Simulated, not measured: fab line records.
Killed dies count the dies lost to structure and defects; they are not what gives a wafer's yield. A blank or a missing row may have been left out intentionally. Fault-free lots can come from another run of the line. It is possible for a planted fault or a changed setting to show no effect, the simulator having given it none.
Problem report, 8D (eight disciplines) form, completed by code | flow n5Finfet | the parts of the form that need people (team, actions taken, sign-off) are left out

1. THE PROBLEM
Mean of runLengthS at N5_BEOL_M1_CO_CAP_55: 197.8 s across 2 wafers in 2 lots; on wafers with no fault it is 125.2 s (standard deviation 0.57). That is +99 or more standard deviations from the usual mean.
The step: material Co, precursor CCTBA/H2, target thk 2 nm, time 102.1 s.
First seen on wafer L139.4, day 8 07:20, on cvdCo-02. At this step, 18 wafers from 6 lots have a number in the record. Rule for "out" (also "out of limits"): further than 4 standard deviations from the usual mean. Any other wafer with a number is counted as sound.

2. WHAT IT IS, WHAT IT ISN'T
question                    | is               | is not
which readings at this step | runLengthS       | heaterPowerOuterW, heaterPowerW, susceptorTempC
which lots                  | L139, L140       | L132, L133, L149, L151
which wafers of those lots  | L139.4, L140.4   | L139.2, L139.5, L140.5, L140.6
read on which tools         | cvdCo-02         | cvdCo-01
when                        | from day 8 07:20 | up to then (8 sound wafers); but 8 sound wafers of L140, L149, L151 came after

3. WHAT RULES OUT EACH SUSPECT
Counting: if a tool at a process step up to the reading ran every lot that is out, it stays a suspect. Sound lots after the first of them don't rule it out here, since some wafers of a struck lot are sound.
- cvdCo-02 at N5_BEOL_M1_CO_CAP_55 (material Co, precursor CCTBA/H2, target thk 2 nm, time 102.1 s): kept. Ran every lot that is out, first one L139 (day 8 07:20); last sound lot up to then L133 (day 6 22:27). Its own readings are out on those wafers: runLengthS.
After counting, what remains is cvdCo-02 at N5_BEOL_M1_CO_CAP_55.

4. THE CAUSE (what the simulator had put in)
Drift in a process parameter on cvdCo-02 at N5_BEOL_M1_CO_CAP_55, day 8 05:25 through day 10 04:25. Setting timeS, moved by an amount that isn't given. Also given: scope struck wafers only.
Only this tool survived the counting.

5. THE EFFECT CHAIN, in route order
Each row: a reading where the mean over the struck wafers with a number is more than 3 standard deviations away from the usual. Readings are gone through only where the record gives a usual standard deviation; hours: the median, over the lots, of the time from a lot's start at the first step in this table giving one to that lot's start at this step; sigmas: the change measured in usual standard deviations.
hours | step                 | reading    | usual   | on struck wafers | change | sigmas
0     | N5_BEOL_M1_CO_CAP_55 | runLengthS | 125.2 s | 197.8            | +72.5  | +99 or more
Its process steps:
- N5_BEOL_M1_CO_CAP_55: material Co, precursor CCTBA/H2, target thk 2 nm, time 102.1 s.
Later measuring or inspecting steps at which every struck wafer that the step has a row for has a number for every such reading, and none has moved that far: N5_BEOL_M4_RC_MEAS_101.

6. HOW IT WOULD HAVE BEEN CAUGHT EARLIER
In this record the first reading out of limits was taken at day 8 07:20, 2 hours after the fault began at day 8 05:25.
